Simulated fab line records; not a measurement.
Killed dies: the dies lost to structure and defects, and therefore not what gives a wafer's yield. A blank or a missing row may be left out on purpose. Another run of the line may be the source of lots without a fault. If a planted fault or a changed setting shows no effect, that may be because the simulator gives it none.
Split-lot experiment + flow n5 finfet + on a route of 1938 steps: 7 lots, 21 wafers read

## THE SPLIT
At N5_BEOL_M11_TRENCH_ETCH_37 (etches SiCOH lowk in C4F6/O2, target depth 148.83 nm, time 48 s), the setting time s was moved away from the recipe's 48 s on 9 of the 21 wafers read, by -18.2% to +20.3%. The other wafers ran this setting at the recipe's value.

## FROM THE SPLIT TO THE READING: what the file shows between them, 2 steps
- N5_BEOL_M11_ETCH_41: etches SiCN in CH3F/O2, target depth 42.6 nm, time 86 s
- N5_BEOL_M11_STRIP_77: strips in N2/H2, time 10 s

## THE READING
trench depth nm, in nm, at N5_BEOL_M11_OCD_MEAS_38. Fault-free wafers of this fab line usually give 147.8 nm, standard deviation 2.4 nm.

| wafer  | tool, chamber at the split | time s as run, s | against the recipe | trench depth nm, nm | against lot-mates on the recipe |
|--------|----------------------------|------------------|--------------------|---------------------|---------------------------------|
| L076.1 | rie diel-01, 1             | 57.76            | +20.3%             | 179.5               | +35.2                           |
| L076.3 | rie diel-01, 2             | 57.76            | +20.3%             | 174.0               | +29.7                           |
| L076.6 | rie diel-01, 2             | 48               | recipe             | 144.3               | -                               |
| L080.2 | rie diel-01, 3             | 48               | recipe             | 150.0               | -                               |
| L080.4 | rie diel-01, 1             | 40.59            | -15.4%             | 126.4               | -23.4                           |
| L080.6 | rie diel-01, 1             | 48               | recipe             | 149.6               | -                               |
| L079.2 | rie diel-02, 1             | 48               | recipe             | 149.7               | -                               |
| L079.3 | rie diel-02, 3             | 39.27            | -18.2%             | 119.0               | -30.7                           |
| L079.5 | rie diel-02, 2             | 39.27            | -18.2%             | 122.0               | -27.7                           |
| L084.3 | rie diel-05, 2             | 48               | recipe             | 144.6               | -                               |
| L084.4 | rie diel-05, 2             | 48               | recipe             | 144.5               | -                               |
| L084.6 | rie diel-05, 1             | 48               | recipe             | 143.2               | -                               |
| L088.2 | rie diel-05, 3             | 39.32            | -18.1%             | 124.3               | -21.8                           |
| L088.4 | rie diel-05, 2             | 48               | recipe             | 146.1               | -                               |
| L088.6 | rie diel-05, 3             | 39.32            | -18.1%             | 122.1               | -24.0                           |
| L097.1 | rie diel-01, 3             | 48               | recipe             | 150.5               | -                               |
| L097.2 | rie diel-01, 0             | 48               | recipe             | 147.9               | -                               |
| L097.6 | rie diel-01, 0             | 48               | recipe             | 149.1               | -                               |
| L094.1 | rie diel-05, 2             | 51.1             | +6.5%              | 154.4               | +3.7                            |
| L094.3 | rie diel-05, 0             | 51.1             | +6.5%              | 158.8               | +8.1                            |
| L094.5 | rie diel-05, 0             | 48               | recipe             | 150.7               | -                               |

THE FIT
A straight line over all 21 wafers: trench depth nm changes by +1.42 nm for each +1% of time s; r = +0.99; the points scatter about the line by 2.6 nm.
The same after taking each lot's own level away (the mean of its wafers on the recipe; 21 wafers): +1.48 nm for each +1%; r = +0.99; scatter 2.5 nm.
The reading moves by 30 nm for the largest change in time s, on that fit.
Measured against the standard deviation above, the lots' own levels, which go from 144.10 to 150.70 nm, span 2.7 times it.
So the lot-to-lot level changes the slope little: the two slopes agree.
Check: +28.4 nm against its lot-mates is what the line predicts for one of the wafers moved furthest among these (+20.3%) when that wafer is left out of the fit. It came out at +35.2 nm against them.

## THESE WAFERS: OTHER SPLITS
Other splits were also applied to these wafers ahead of the reading. Each is held against what the fit with the lots' levels taken away leaves over:
| other split on the same wafers | wafers away from the commonest value | r with trench depth nm (lot level and that fit taken away) |
|--------------------------------|--------------------------------------|------------------------------------------------------------|
| N5_BEOL_M8_PECVD_70 temp c     | 6                                    | -0.07                                                      |
| N5_BEOL_M9_DESCUM_16 time s    | 9                                    | -0.38                                                      |
| N5_BEOL_M10_EXPOSE_08 dose mj  | 6                                    | +0.35                                                      |
| N5_BEOL_M11_ETCH_62 bias w     | 7                                    | -0.26                                                      |

## THE WHOLE CHAIN: every reading that the file lists as answering this split, in the file's order
| step                       | what it does                                                    | reading                                                                    | change (the file's fit)              | r (the file's) |
|----------------------------|-----------------------------------------------------------------|----------------------------------------------------------------------------|--------------------------------------|----------------|
| N5_BEOL_M11_TRENCH_ETCH_37 | etches SiCOH lowk in C4F6/O2, target depth 148.83 nm, time 48 s | etch.depth nm (the simulator's own value, which no gauge read)             | +1.47 nm for each +1% of the setting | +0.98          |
| N5_BEOL_M11_TRENCH_ETCH_37 | etches SiCOH lowk in C4F6/O2, target depth 148.83 nm, time 48 s | BEOL_M11.feature depth nm (the simulator's own value, which no gauge read) | +1.47 nm for each +1% of the setting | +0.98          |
| N5_BEOL_M11_OCD_MEAS_38    |                                                                 | trench depth nm                                                            | +1.49 nm for each +1% of the setting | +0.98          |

## THE FILE'S OWN FIT
trench depth nm changes by +1.49 nm for each +1% of time s, r = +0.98.
